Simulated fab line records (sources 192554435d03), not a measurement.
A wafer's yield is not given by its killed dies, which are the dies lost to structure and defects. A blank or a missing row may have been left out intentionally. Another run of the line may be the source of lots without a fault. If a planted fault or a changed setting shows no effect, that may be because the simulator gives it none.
fab line records :: flow n5_finfet
record
  lots=4
  wafers=12
  last_day=15
route steps=1938 shown BEOL_M1@823 BEOL_M2@841 BEOL_M4@1111 PASSIVATION@1936
lots that met no fault: from a run of the same line without faults
start_h: start of the lot's first displayed wafer, in hours after the record's first day :: wait_h: time in hours since the lot's previous step :: " unchanged from the row above :: L1.1+2: a row that stands for several wafers :: - value missing, or start not given :: * or withheld: withheld :: < > ~ a bound
route shown NAME@n: a module of which the file shows steps, and the number in the route of the first :: usual: mean and standard deviation over wafers with no fault :: same: alike in all rows :: chamber/n: place in a boat :: sites: per-site readings :: _std_site: standard deviation across them :: _edge_site: the outer-site mean with the inner-site mean subtracted :: radius_mm: for every site, how far away it sits from the centre of the wafer :: mask NAME#n: copy n :: behind: the last tool/chamber to shape the wafer :: hold: why the lot went on hold/how many hours it stayed there/how the hold came to an end :: device: the transistor (n, p or np) that didn't switch :: end of line: the route-end tests of the same wafers :: a step without rows: its recipe alone :: killed: not the wafer's yield, but the dies lost to structure and defects at the first sort :: map: dies across one wafer; x = killed, . = not, _ = none there
set.NAME: the setting the step ran with; set.NAME@STEP: the setting that earlier step ran with :: model.NAME: the simulator's own value behind a step, which no gauge read
certain route steps with their lots: each step a table, each wafer a row
services: the hour from which a tool's chamber was out of use, counted from the record's first day as start_h (under 0 if before that day), plus the number of hours and why
## steps
# step N5_BEOL_M1_ANNEAL_89
# recipe
  temp_c=400
  time_s=240
  ambient=vacuum
# step N5_BEOL_M1_SPUTTER_90
# recipe
  material=Cu
  target_thk_a=45
  temp_c=-20
  chamber_pressure_pa=0.07
  power_w=withheld
  time_s=8.29
# step N5_BEOL_M1_ANNEAL_91
# recipe
  temp_c=400
  time_s=240
  ambient=vacuum
# step N5_BEOL_M1_SPUTTER_92
# recipe
  material=Cu
  target_thk_a=45
  temp_c=-20
  chamber_pressure_pa=0.07
  power_w=withheld
  time_s=8.29
# step N5_BEOL_M1_ANNEAL_93
# recipe
  temp_c=400
  time_s=240
  ambient=vacuum
# step N5_BEOL_M1_SPUTTER_94
# recipe
  material=Cu
  target_thk_a=45
  temp_c=-20
  chamber_pressure_pa=0.07
  power_w=withheld
  time_s=8.29
# step N5_BEOL_M1_ANNEAL_95
# recipe
  temp_c=400
  time_s=240
  ambient=vacuum
# step N5_BEOL_M1_SPUTTER_96
# recipe
  material=Cu
  target_thk_a=45
  temp_c=-20
  chamber_pressure_pa=0.07
  power_w=withheld
  time_s=8.29
# step N5_BEOL_M1_ECD_50
# recipe
  material=Cu
  target_thk_a=3000
# step N5_BEOL_M1_ANNEAL_51
# recipe
  temp_c=225
  time_s=90
  ambient=N2
# step N5_BEOL_M1_CMP_52
# recipe
  stop_on=SiOC
  t_overpolish_s=6.8
  down_force_psi=1
  platen_rpm=50
  clearing_platen_down_force_psi=1.5
  clearing_platen_rpm=50
  post_cmp_clean=cu_alkaline
  target_thk_nm=40
  clearing_platen_pad_velocity_m_s=0.99484
  pad_velocity_m_s=0.99484
# step N5_BEOL_M1_PRE_CLEAN_60
# recipe
  gas=NH3/H2
  time_s=15
  temp_c=*
  rf_power_w=300
# usual
  heater_power_w=92/16
lot.wafer: L643.1
tool: cvd_co-02
chamber: 1
start_h: 142.73
wait_h: 0.0
heater_power_w: 87

lot.wafer: L643.4
tool: cvd_co-02
chamber: 1
start_h: 142.73
wait_h: 0.0
heater_power_w: 90

lot.wafer: L643.5
tool: cvd_co-02
chamber: 2
start_h: 142.73
wait_h: 0.0
heater_power_w: 117

lot.wafer: L654.1
tool: cvd_co-02
chamber: 0
start_h: 202.55
wait_h: 0.0
heater_power_w: 98

lot.wafer: L654.2
tool: cvd_co-02
chamber: 2
start_h: 202.55
wait_h: 0.0
heater_power_w: 123

lot.wafer: L654.6
tool: cvd_co-02
chamber: 2
start_h: 202.55
wait_h: 0.0
heater_power_w: 125

lot.wafer: L657.3
tool: cvd_co-01
chamber: 0
start_h: 217.54
wait_h: 0.1
heater_power_w: 81

lot.wafer: L657.5
tool: cvd_co-01
chamber: 1
start_h: 217.54
wait_h: 0.1
heater_power_w: 88

lot.wafer: L657.6
tool: cvd_co-01
chamber: 0
start_h: 217.54
wait_h: 0.1
heater_power_w: 82

lot.wafer: L658.1
tool: cvd_co-02
chamber: 0
start_h: 226.12
wait_h: 0.3
heater_power_w: 97

lot.wafer: L658.2
tool: cvd_co-02
chamber: 1
start_h: 226.12
wait_h: 0.3
heater_power_w: 89

lot.wafer: L658.4
tool: cvd_co-02
chamber: 2
start_h: 226.12
wait_h: 0.3
heater_power_w: 124
# step N5_BEOL_M1_CO_CAP_55
# recipe
  material=Co
  target_thk_a=20
  temp_c=200
  precursor=CCTBA/H2
  pressure_torr=30
  time_s=102.1
# step N5_BEOL_M1_PRE_CLEAN_56
# recipe
  gas=NH3
  time_s=15
  temp_c=withheld
  rf_power_w=300
# step N5_BEOL_M1_DEP_57
# recipe
  material=SiCN
  target_thk_a=80
  temp_c=withheld
  precursor=3MS/NH3
  pressure_torr=3
  rf_w=202
  time_s=14
# step N5_BEOL_M1_INSPECT_59
# recipe
  inspect_instrument=darkfield
  mode=post_dep
# usual
  raw_defect_count=75/26
lot.wafer: L643.1
tool: defect_inspect-02
chamber: -
start_h: 142.98
wait_h: 0.0
raw_defect_count: 83

lot.wafer: L643.4
tool: defect_inspect-02
chamber: -
start_h: 142.98
wait_h: 0.0
raw_defect_count: 99

lot.wafer: L643.5
tool: defect_inspect-02
chamber: -
start_h: 142.98
wait_h: 0.0
raw_defect_count: 79

lot.wafer: L654.1
tool: defect_inspect-01
chamber: -
start_h: 202.80
wait_h: 0.0
raw_defect_count: 54

lot.wafer: L654.2
tool: defect_inspect-01
chamber: -
start_h: 202.80
wait_h: 0.0
raw_defect_count: 1440

lot.wafer: L654.6
tool: defect_inspect-01
chamber: -
start_h: 202.80
wait_h: 0.0
raw_defect_count: 1542

lot.wafer: L657.3
tool: defect_inspect-02
chamber: -
start_h: 217.83
wait_h: 0.0
raw_defect_count: 45

lot.wafer: L657.5
tool: defect_inspect-02
chamber: -
start_h: 217.83
wait_h: 0.0
raw_defect_count: 90

lot.wafer: L657.6
tool: defect_inspect-02
chamber: -
start_h: 217.83
wait_h: 0.0
raw_defect_count: 64

lot.wafer: L658.1
tool: defect_inspect-01
chamber: -
start_h: 226.40
wait_h: 0.0
raw_defect_count: 140

lot.wafer: L658.2
tool: defect_inspect-01
chamber: -
start_h: 226.40
wait_h: 0.0
raw_defect_count: 131

lot.wafer: L658.4
tool: defect_inspect-01
chamber: -
start_h: 226.40
wait_h: 0.0
raw_defect_count: 1597
# step N5_BEOL_M2_ILD_DEP_00
# recipe
  material=SiOC
  target_thk_a=790
  temp_c=350
  precursor=DEMS/O2
  pressure_torr=5
  rf_w=500
  time_s=15.3
# step N5_BEOL_M2_PECVD_72
# recipe
  material=SiO2
  target_thk_a=160
  temp_c=400
  precursor=TEOS/O2
  pressure_torr=5.5
  rf_w=450
  teos_flow_sccm=53.8
  gas=O2
  flow_sccm=3000
  time_s=18
# step N5_BEOL_M2_HM_DEP_02
# recipe
  material=TiN
  target_thk_a=200
  temp_c=25
  chamber_pressure_pa=0.49996
# step N5_BEOL_M2_COAT_61
# recipe
  resist=SOC
  temp_c=250
  time_s=60
  spin_rpm=1500
  resist_thk_nm=60
# step N5_BEOL_M2_COAT_62
# recipe
  resist=SiARC
  temp_c=220
  time_s=60
  spin_rpm=1500
  resist_thk_nm=12
# step N5_BEOL_M2_COAT_73
# recipe
  resist=underlayer
  temp_c=205
  time_s=60
  spin_rpm=1500
  resist_thk_nm=5
# step N5_BEOL_M2_COAT_05
# recipe
  resist=CAR-EUV
  spin_rpm=1500
  resist_thk_nm=30
# step N5_BEOL_M2_EBR_07
# recipe
  solvent=PGMEA
  ebr_width_mm=1.5
# step N5_BEOL_M2_SOFTBAKE_06
# recipe
  temp_c=110
  time_s=60
  resist=CAR-EUV
# step N5_BEOL_M2_EXPOSE_08
# recipe
  mask_id=M2
  na=0.33
  source_shape=dipole
  sigma_inner=0.369
  sigma_outer=0.767
  polarization=unpolarized
  dose_mj=41.25
# step N5_BEOL_M2_PEB_09
# recipe
  peb_temp_c=100
  peb_time_s=60
  resist=CAR-EUV
# step N5_BEOL_M2_DEVELOP_10
# recipe
  develop_time_s=30
  developer=TMAH
  resist=CAR-EUV
  rinse_liquid=surfactant_rinse
  dry=air_spin
  dev_temp_c=23
# step N5_BEOL_M2_INSPECT_13
# recipe
  mode=adi
  inspect_instrument=brightfield
# usual
  raw_defect_count=414/92
lot.wafer: L643.1
tool: defect_inspect-01
chamber: -
start_h: 143.94
wait_h: 0.1
raw_defect_count: 593

lot.wafer: L643.4
tool: defect_inspect-01
chamber: -
start_h: 143.94
wait_h: 0.1
raw_defect_count: 537

lot.wafer: L643.5
tool: defect_inspect-01
chamber: -
start_h: 143.94
wait_h: 0.1
raw_defect_count: 482

lot.wafer: L654.1
tool: defect_inspect-02
chamber: -
start_h: 205.45
wait_h: 0.1
raw_defect_count: 380

lot.wafer: L654.2
tool: defect_inspect-02
chamber: -
start_h: 205.45
wait_h: 0.1
raw_defect_count: 1759

lot.wafer: L654.6
tool: defect_inspect-02
chamber: -
start_h: 205.45
wait_h: 0.1
raw_defect_count: 1900

lot.wafer: L657.3
tool: defect_inspect-01
chamber: -
start_h: 219.70
wait_h: 0.0
raw_defect_count: 293

lot.wafer: L657.5
tool: defect_inspect-01
chamber: -
start_h: 219.70
wait_h: 0.0
raw_defect_count: 408

lot.wafer: L657.6
tool: defect_inspect-01
chamber: -
start_h: 219.70
wait_h: 0.0
raw_defect_count: 351

lot.wafer: L658.1
tool: defect_inspect-02
chamber: -
start_h: 227.62
wait_h: 0.1
raw_defect_count: 585

lot.wafer: L658.2
tool: defect_inspect-02
chamber: -
start_h: 227.62
wait_h: 0.1
raw_defect_count: 479

lot.wafer: L658.4
tool: defect_inspect-02
chamber: -
start_h: 227.62
wait_h: 0.1
raw_defect_count: 1914
# step N5_BEOL_M2_DESCUM_16
# recipe
  chemistry=O2
  time_s=7
  source_power_w=50
  bias_power_w=20
  pressure_mtorr=20
  rf_frequency_hz=2.712e+07
  temp_c=40
  resist=CAR-EUV
  o2_flow_sccm=225
# step N5_BEOL_M4_RC_MEAS_101
# usual
  DIBL_N=37.2/1.9
  DIBL_P=37.3/2.2
  IOFF_N=0.18/0.038
  IOFF_P=0.22/0.039
  ION_N=678/11
  ION_P=462/6.9
  SS_N=71.8/0.68
  SS_P=73.5/0.65
  VT_N=249/3.4
  VT_P=-250/3.2
lot.wafer: L643.1
tool: prober-01
chamber: 0
start_h: 178.81
wait_h: 0.0
DIBL_N[mV/V]: 35.2
DIBL_P[mV/V]: 34.3
IOFF_N[nA/um]: 0.14
IOFF_P[nA/um]: 0.16
ION_N[uA/um]: 659
ION_P[uA/um]: 446
SS_N[mV/dec]: 71.2
SS_P[mV/dec]: 72.6
VT_N[mV]: 253
VT_P[mV]: -256

lot.wafer: L643.4
tool: prober-01
chamber: 0
start_h: 178.81
wait_h: 0.0
DIBL_N[mV/V]: 35.6
DIBL_P[mV/V]: 35.1
IOFF_N[nA/um]: 0.13
IOFF_P[nA/um]: 0.17
ION_N[uA/um]: 679
ION_P[uA/um]: 459
SS_N[mV/dec]: 71.6
SS_P[mV/dec]: 72.1
VT_N[mV]: 254
VT_P[mV]: -254

lot.wafer: L643.5
tool: prober-01
chamber: 0
start_h: 178.81
wait_h: 0.0
DIBL_N[mV/V]: 38.7
DIBL_P[mV/V]: 38.7
IOFF_N[nA/um]: 0.20
IOFF_P[nA/um]: 0.22
ION_N[uA/um]: 675
ION_P[uA/um]: 453
SS_N[mV/dec]: 72.6
SS_P[mV/dec]: 73.4
VT_N[mV]: 249
VT_P[mV]: -250

lot.wafer: L654.1
tool: prober-01
chamber: 0
start_h: 245.71
wait_h: 0.0
DIBL_N[mV/V]: 34.1
DIBL_P[mV/V]: 33.3
IOFF_N[nA/um]: 0.12
IOFF_P[nA/um]: 0.18
ION_N[uA/um]: 660
ION_P[uA/um]: 457
SS_N[mV/dec]: 70.6
SS_P[mV/dec]: 72.4
VT_N[mV]: 251
VT_P[mV]: -250

lot.wafer: L654.2
tool: prober-01
chamber: 0
start_h: 245.71
wait_h: 0.0
DIBL_N[mV/V]: 36.4
DIBL_P[mV/V]: 35.8
IOFF_N[nA/um]: 0.16
IOFF_P[nA/um]: 0.22
ION_N[uA/um]: 685
ION_P[uA/um]: 474
SS_N[mV/dec]: 71.0
SS_P[mV/dec]: 72.8
VT_N[mV]: 249
VT_P[mV]: -247

lot.wafer: L654.6
tool: prober-01
chamber: 0
start_h: 245.71
wait_h: 0.0
DIBL_N[mV/V]: 36.4
DIBL_P[mV/V]: 37.2
IOFF_N[nA/um]: 0.16
IOFF_P[nA/um]: 0.24
ION_N[uA/um]: 672
ION_P[uA/um]: 466
SS_N[mV/dec]: 71.1
SS_P[mV/dec]: 73.5
VT_N[mV]: 251
VT_P[mV]: -246

lot.wafer: L658.1
tool: prober-01
chamber: 0
start_h: 259.16
wait_h: 0.0
DIBL_N[mV/V]: 38.2
DIBL_P[mV/V]: 38.3
IOFF_N[nA/um]: 0.18
IOFF_P[nA/um]: 0.24
ION_N[uA/um]: 693
ION_P[uA/um]: 474
SS_N[mV/dec]: 71.9
SS_P[mV/dec]: 74.2
VT_N[mV]: 248
VT_P[mV]: -249

lot.wafer: L658.2
tool: prober-01
chamber: 0
start_h: 259.16
wait_h: 0.0
DIBL_N[mV/V]: 34.9
DIBL_P[mV/V]: 34.0
IOFF_N[nA/um]: 0.13
IOFF_P[nA/um]: 0.18
ION_N[uA/um]: 656
ION_P[uA/um]: 452
SS_N[mV/dec]: 71.1
SS_P[mV/dec]: 72.9
VT_N[mV]: 253
VT_P[mV]: -253

lot.wafer: L658.4
tool: prober-01
chamber: 0
start_h: 259.16
wait_h: 0.0
DIBL_N[mV/V]: 38.1
DIBL_P[mV/V]: 37.4
IOFF_N[nA/um]: 0.17
IOFF_P[nA/um]: 0.23
ION_N[uA/um]: 677
ION_P[uA/um]: 463
SS_N[mV/dec]: 71.7
SS_P[mV/dec]: 74.4
VT_N[mV]: 250
VT_P[mV]: -250

lot.wafer: L657.3
tool: prober-01
chamber: 0
start_h: 264.65
wait_h: 0.3
DIBL_N[mV/V]: 37.4
DIBL_P[mV/V]: 34.4
IOFF_N[nA/um]: 0.16
IOFF_P[nA/um]: 0.19
ION_N[uA/um]: 667
ION_P[uA/um]: 457
SS_N[mV/dec]: 71.7
SS_P[mV/dec]: 72.7
VT_N[mV]: 249
VT_P[mV]: -250

lot.wafer: L657.5
tool: prober-01
chamber: 0
start_h: 264.65
wait_h: 0.3
DIBL_N[mV/V]: 36.1
DIBL_P[mV/V]: 32.9
IOFF_N[nA/um]: 0.13
IOFF_P[nA/um]: 0.17
ION_N[uA/um]: 664
ION_P[uA/um]: 457
SS_N[mV/dec]: 71.0
SS_P[mV/dec]: 72.4
VT_N[mV]: 253
VT_P[mV]: -252

lot.wafer: L657.6
tool: prober-01
chamber: 0
start_h: 264.65
wait_h: 0.3
DIBL_N[mV/V]: 40.0
DIBL_P[mV/V]: 37.7
IOFF_N[nA/um]: 0.21
IOFF_P[nA/um]: 0.24
ION_N[uA/um]: 673
ION_P[uA/um]: 463
SS_N[mV/dec]: 72.0
SS_P[mV/dec]: 74.2
VT_N[mV]: 247
VT_P[mV]: -245
# step N5_PASSIVATION_PROBE_49
# usual
  defect_limited_yield=91.2/1.6
  killed_at_M0_to_M3=31/10
  killed_at_M4_up=14/4.4
  killed_at_contacts=13/6
  killed_at_front_end=43/13
  killed_at_other=3.5/2.6
  killed_dies=104/18
  killed_open=68/14
  killed_short=34/8.1
  sort_bin_5_function=5.1/1.1
  sort_bin_6_memory=3.3/0.68
  sort_n_pass=1076/18
  sort_yield_pct=91.2/1.6
# same
  gross_dies=1180
  killed_at_back_side=0
  sort_bin_4_leakage[%]=0
  sort_bin_8_speed[%]=0
lot.wafer: L643.1
tool: prober-01
chamber: -
start_h: 278.27
wait_h: 0.0
defect_limited_yield[%]: 90.2
killed_at_M0_to_M3: 29
killed_at_M4_up: 12
killed_at_contacts: 20
killed_at_front_end: 48
killed_at_other: 7
killed_dies: 116
killed_open: 68
killed_short: 46
sort_bin_5_function[%]: 5.4
sort_bin_6_memory[%]: 4.1
sort_n_pass: 1064
sort_yield_pct[%]: 90.2

lot.wafer: L643.4
tool: prober-01
chamber: -
start_h: 278.42
wait_h: 0.2
defect_limited_yield[%]: 92.0
killed_at_M0_to_M3: 31
killed_at_M4_up: 14
killed_at_contacts: 13
killed_at_front_end: 34
killed_at_other: 2
killed_dies: 94
killed_open: 60
killed_short: 28
sort_bin_5_function[%]: 5.1
sort_bin_6_memory[%]: 2.2
sort_n_pass: 1086
sort_yield_pct[%]: 92.0

lot.wafer: L643.5
tool: prober-01
chamber: -
start_h: 278.47
wait_h: 0.2
defect_limited_yield[%]: 90.0
killed_at_M0_to_M3: 52
killed_at_M4_up: 12
killed_at_contacts: 9
killed_at_front_end: 40
killed_at_other: 5
killed_dies: 118
killed_open: 63
killed_short: 53
sort_bin_5_function[%]: 5.6
sort_bin_6_memory[%]: 4.1
sort_n_pass: 1062
sort_yield_pct[%]: 90.0

lot.wafer: L654.1
tool: prober-01
chamber: -
start_h: 344.92
wait_h: 0.0
defect_limited_yield[%]: 88.9
killed_at_M0_to_M3: 49
killed_at_M4_up: 19
killed_at_contacts: 12
killed_at_front_end: 42
killed_at_other: 9
killed_dies: 131
killed_open: 83
killed_short: 44
sort_bin_5_function[%]: 6.8
sort_bin_6_memory[%]: 3.7
sort_n_pass: 1049
sort_yield_pct[%]: 88.9

lot.wafer: L654.2
tool: prober-01
chamber: -
start_h: 344.97
wait_h: 0.1
defect_limited_yield[%]: 78.1
killed_at_M0_to_M3: 202
killed_at_M4_up: 10
killed_at_contacts: 8
killed_at_front_end: 35
killed_at_other: 4
killed_dies: 259
killed_open: 75
killed_short: 28
sort_bin_5_function[%]: 12.9
sort_bin_6_memory[%]: 4.5
sort_n_pass: 921
sort_yield_pct[%]: 78.1

lot.wafer: L654.6
tool: prober-01
chamber: -
start_h: 345.17
wait_h: 0.3
defect_limited_yield[%]: 76.9
killed_at_M0_to_M3: 195
killed_at_M4_up: 19
killed_at_contacts: 16
killed_at_front_end: 41
killed_at_other: 1
killed_dies: 272
killed_open: 71
killed_short: 39
sort_bin_5_function[%]: 12.8
sort_bin_6_memory[%]: 5.9
sort_n_pass: 908
sort_yield_pct[%]: 76.9

lot.wafer: L658.1
tool: prober-02
chamber: -
start_h: 354.37
wait_h: 0.0
defect_limited_yield[%]: 91.4
killed_at_M0_to_M3: 30
killed_at_M4_up: 12
killed_at_contacts: 13
killed_at_front_end: 42
killed_at_other: 5
killed_dies: 102
killed_open: 78
killed_short: 23
sort_bin_5_function[%]: 5.3
sort_bin_6_memory[%]: 3.1
sort_n_pass: 1078
sort_yield_pct[%]: 91.4

lot.wafer: L658.2
tool: prober-02
chamber: -
start_h: 354.42
wait_h: 0.1
defect_limited_yield[%]: 89.7
killed_at_M0_to_M3: 41
killed_at_M4_up: 18
killed_at_contacts: 29
killed_at_front_end: 31
killed_at_other: 3
killed_dies: 122
killed_open: 86
killed_short: 33
sort_bin_5_function[%]: 6.6
sort_bin_6_memory[%]: 3.3
sort_n_pass: 1058
sort_yield_pct[%]: 89.7

lot.wafer: L658.4
tool: prober-02
chamber: -
start_h: 354.52
wait_h: 0.2
defect_limited_yield[%]: 78.2
killed_at_M0_to_M3: 186
killed_at_M4_up: 13
killed_at_contacts: 19
killed_at_front_end: 37
killed_at_other: 2
killed_dies: 257
killed_open: 60
killed_short: 31
sort_bin_5_function[%]: 13.7
sort_bin_6_memory[%]: 3.5
sort_n_pass: 923
sort_yield_pct[%]: 78.2

lot.wafer: L657.3
tool: prober-01
chamber: -
start_h: 368.18
wait_h: 0.1
defect_limited_yield[%]: 90.9
killed_at_M0_to_M3: 19
killed_at_M4_up: 18
killed_at_contacts: 17
killed_at_front_end: 49
killed_at_other: 4
killed_dies: 107
killed_open: 72
killed_short: 35
sort_bin_5_function[%]: 5.8
sort_bin_6_memory[%]: 3.0
sort_n_pass: 1073
sort_yield_pct[%]: 90.9

lot.wafer: L657.5
tool: prober-01
chamber: -
start_h: 368.28
wait_h: 0.2
defect_limited_yield[%]: 90.9
killed_at_M0_to_M3: 26
killed_at_M4_up: 18
killed_at_contacts: 15
killed_at_front_end: 48
killed_at_other: 0
killed_dies: 107
killed_open: 79
killed_short: 27
sort_bin_5_function[%]: 4.6
sort_bin_6_memory[%]: 4.4
sort_n_pass: 1073
sort_yield_pct[%]: 90.9

lot.wafer: L657.6
tool: prober-01
chamber: -
start_h: 368.33
wait_h: 0.3
defect_limited_yield[%]: 91.1
killed_at_M0_to_M3: 27
killed_at_M4_up: 27
killed_at_contacts: 11
killed_at_front_end: 38
killed_at_other: 2
killed_dies: 105
killed_open: 66
killed_short: 39
sort_bin_5_function[%]: 5.2
sort_bin_6_memory[%]: 3.6
sort_n_pass: 1075
sort_yield_pct[%]: 91.1
# killed by level:class
L643.1 FIN_SAQP:geometric_particle:short=21 MOL_CONTACT_COAG:geometric_particle:open=17 BEOL_M3:geometric_particle:open=9 BEOL_M0_SAQP:geometric_particle:open=7 BEOL_M4:geometric_particle:open=6 STI_FIN_REVEAL:geometric_particle:open=6 FIN_SAQP:geometric_particle:open=4 BEOL_M3:geometric_particle:short=4
L643.4 FIN_SAQP:geometric_particle:open=12 BEOL_M3:geometric_particle:open=10 MOL_CONTACT_COAG:geometric_particle:open=8 FIN_SAQP:geometric_particle:short=6 DUMMY_GATE:geometric_particle:open=6 BEOL_M0_SAQP:geometric_particle:short=6 MOL_CONTACT_COAG:geometric_particle:short=5 BEOL_M0_SAQP:geometric_particle:open=5
L643.5 BEOL_M0_SAQP:geometric_particle:short=19 FIN_SAQP:geometric_particle:short=13 BEOL_M3:geometric_particle:open=13 BEOL_M0_SAQP:geometric_particle:open=9 FIN_SAQP:geometric_particle:open=8 MOL_CONTACT_COAG:geometric_particle:open=6 STI_FIN_REVEAL:geometric_particle:open=4 BEOL_M4:geometric_particle:open=4
L654.1 FIN_SAQP:geometric_particle:short=13 BEOL_M1:geometric_particle:open=12 MOL_CONTACT_COAG:geometric_particle:open=11 BEOL_M4:geometric_particle:open=11 BEOL_M0_SAQP:geometric_particle:open=9 FIN_SAQP:geometric_particle:open=7 BEOL_M0_SAQP:geometric_particle:short=7 BEOL_M2:geometric_particle:open=6
L654.2 BEOL_M1:unspecified=156 BEOL_M2:geometric_particle:open=17 MOL_CONTACT_COAG:geometric_particle:open=8 STI_FIN_REVEAL:geometric_particle:open=6 BEOL_M0_SAQP:geometric_particle:short=6 BEOL_M0:geometric_particle:open=6 FIN_SAQP:geometric_particle:short=5 DUMMY_GATE:geometric_particle:open=5
L654.6 BEOL_M1:unspecified=161 MOL_CONTACT_COAG:geometric_particle:open=11 STI_FIN_REVEAL:geometric_particle:open=9 GATE_CUT:geometric_particle:short=8 FIN_SAQP:geometric_particle:short=7 BEOL_M3:geometric_particle:open=7 BEOL_M1:geometric_particle:open=7 FIN_SAQP:geometric_particle:open=6
L658.1 MOL_CONTACT_COAG:geometric_particle:open=12 DUMMY_GATE:geometric_particle:open=11 BEOL_M2:geometric_particle:open=11 GATE_CUT:geometric_particle:open=8 BEOL_M0_SAQP:geometric_particle:open=6 BEOL_M0_SAQP:geometric_particle:short=6 BEOL_M4:geometric_particle:open=6 GATE_CUT:geometric_particle:short=5
L658.2 MOL_CONTACT_COAG:geometric_particle:open=24 BEOL_M2:geometric_particle:open=16 BEOL_M0_SAQP:geometric_particle:open=10 DUMMY_GATE:geometric_particle:open=6 BEOL_M0_SAQP:geometric_particle:short=6 BEOL_M4:geometric_particle:open=6 STARTING-WAFER:geometric_particle:short=6 STI_FIN_REVEAL:geometric_particle:open=5
L658.4 BEOL_M1:unspecified=166 MOL_CONTACT_COAG:geometric_particle:open=15 STI_FIN_REVEAL:geometric_particle:open=9 DUMMY_GATE:geometric_particle:open=7 FIN_SAQP:geometric_particle:short=6 BEOL_M0_SAQP:geometric_particle:open=6 BEOL_M4:geometric_particle:open=5 MOL_CONTACT_COAG:geometric_particle:short=4
L657.3 MOL_CONTACT_COAG:geometric_particle:open=14 STI_FIN_REVEAL:geometric_particle:open=10 DUMMY_GATE:geometric_particle:open=8 BEOL_M4:geometric_particle:open=6 BEOL_M2:geometric_particle:open=5 BEOL_M6:geometric_particle:open=5 FIN_SAQP:geometric_particle:open=4 ILD0:geometric_particle:open=4
L657.5 MOL_CONTACT_COAG:geometric_particle:open=14 STI_FIN_REVEAL:geometric_particle:open=11 DUMMY_GATE:geometric_particle:open=11 BEOL_M0_SAQP:geometric_particle:open=11 BEOL_M4:geometric_particle:open=8 STI_FIN_REVEAL:geometric_particle:short=5 DUMMY_GATE:geometric_particle:short=4 GATE_CUT:geometric_particle:open=4
L657.6 FIN_SAQP:geometric_particle:short=12 MOL_CONTACT_COAG:geometric_particle:open=10 BEOL_M0_SAQP:geometric_particle:open=10 BEOL_M4:geometric_particle:open=10 BEOL_M4:geometric_particle:short=6 FIN_SAQP:geometric_particle:open=5 BEOL_M0_SAQP:geometric_particle:short=5 STARTING-WAFER:geometric_particle:short=4
# map L654.6 (x killed, . not)
_________________x..x......x.________________
______________..x..............._____________
___________.............x.........x__________
__________................x..x......_________
________.......x.................x...._______
_______.x.......x.................x...x______
______.............x............x...x..._____
_____...xx...............................____
____......x....x.x.......x.x.......x.x...x___
___.x............................x........x__
___.x.............x................x..x....__
__.x...........x..x................x........_
__.x......x......................x...xx.x.x._
_.xx............x........x...................
_........x.....x...................xxx.......
_.x..x.............x.........................
_...x........x.....x.....x...xx..............
_.x.......x...x.x..............x.xxxx........
_...............x....x.....x.................
_..................x.......x.............x...
_.....x.....x..xxx.x.x.x......x..xx......x.x.
__..........xx.xxxxxxxxx................x..._
__.......x.x.xxxxxxxxxxx.......x........x..._
___.....x.x.xxxxxxxxxxxx....x.............x__
___.......x..xxxxxxxxxxxxxx................__
____x....x..xxxxxxxxxxxxxxx....x..........___
_____.x....xxxxxxxxxxxxxxxxx.........x.x.____
______....xxxxxxxxxxxxxxxxxx............_____
_______.....xxxxxxxxxxxxxx.......x.x...______
________.x.xxxxxxxxxxxxxx.xx..x..x...._______
__________...xxxxxxxxxxx..x....xx..._________
___________x.xxxxxxx.xxxx..x.......__________
______________...x.x.x..x......._____________
_________________..x.........________________
# map L658.4 (x killed, . not)
_________________............________________
______________........x.......x._____________
___________...........xx...........__________
__________...........x...........x.._________
________........x...........x........._______
_______..............x.................______
______x.....x.........................x._____
_____.....x.........x..........xx........____
____..x.............................x.....___
___....x...x..........................x....__
___..........x.x..x..........x.......xx....__
__.....x..x.x..............................._
__.x......x.....x....................x......_
_..x..............xx...xx...x..x...x.........
_.............x......xx......................
_x........................x.............x....
_........x...x..........x...x...x............
_.x.x....x.................x.................
_............x...x......x..................x.
_......x.........xx..xx............x.........
_..............x....x.x.xx....x..............
__...........x.xx.xxxx.x.x.................._
__x..........x.xxxxxxxxxxx..x..........x.x.._
___.......xxxxxxxxxxxxxxxx....x.......x....__
___......x.xxxxxxxxxxxxxx..................__
____.x....x.xxxxxxxxxxxxxx........x.......___
_____...x.xxxxxxxxxxxxxxxxxx...x.........____
______xx..xxxxxxxxxxxxxxxxxx............_____
_______.....xxxxxxxxxxxxxx.x...........______
________..xxxxxxxxxxxxxxxx..x....x...._______
__________..xxxxxxxxxxxxxx..xx......_________
___________....xxxxxxxxx.xx....x...__________
______________..x..xx..x........_____________
_________________..xx..x.x...________________
## services
tool: cvd_co-01
chamber: 2
start_h: 188.77
hours: 197.0
kind: repair

tool: cvd_co-02
chamber: -
start_h: 212.38
hours: 6.0
kind: pm
## key
first_sign
  step=N5_BEOL_M1_INSPECT_59
  reading=raw_defect_count
  direction=up
  sigmas=57
  usual=75
  struck=1526
effect
  step=N5_BEOL_M2_INSPECT_13
  reading=raw_defect_count
  direction=up
  sigmas=16
  usual=414
  struck=1858
effect
  step=N5_PASSIVATION_PROBE_49
  reading=killed_at_M0_to_M3
  direction=up
  sigmas=16
  usual=31
  struck=194
more_kills_born_at
  N5_BEOL_M1_PRE_CLEAN_60@cvd_co-02=483
met_at N5_BEOL_M1_PRE_CLEAN_60
struck_wafers L654.2,L654.6,L658.4
onset_between 142.73 202.55
fault
  kind=chamber_particle_source
  tool=cvd_co-02
  chamber=2
  onset_h=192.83
  steps=N5_BEOL_M1_PRE_CLEAN_60
  rate_per_visit_cm2=2.177
  end_h=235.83
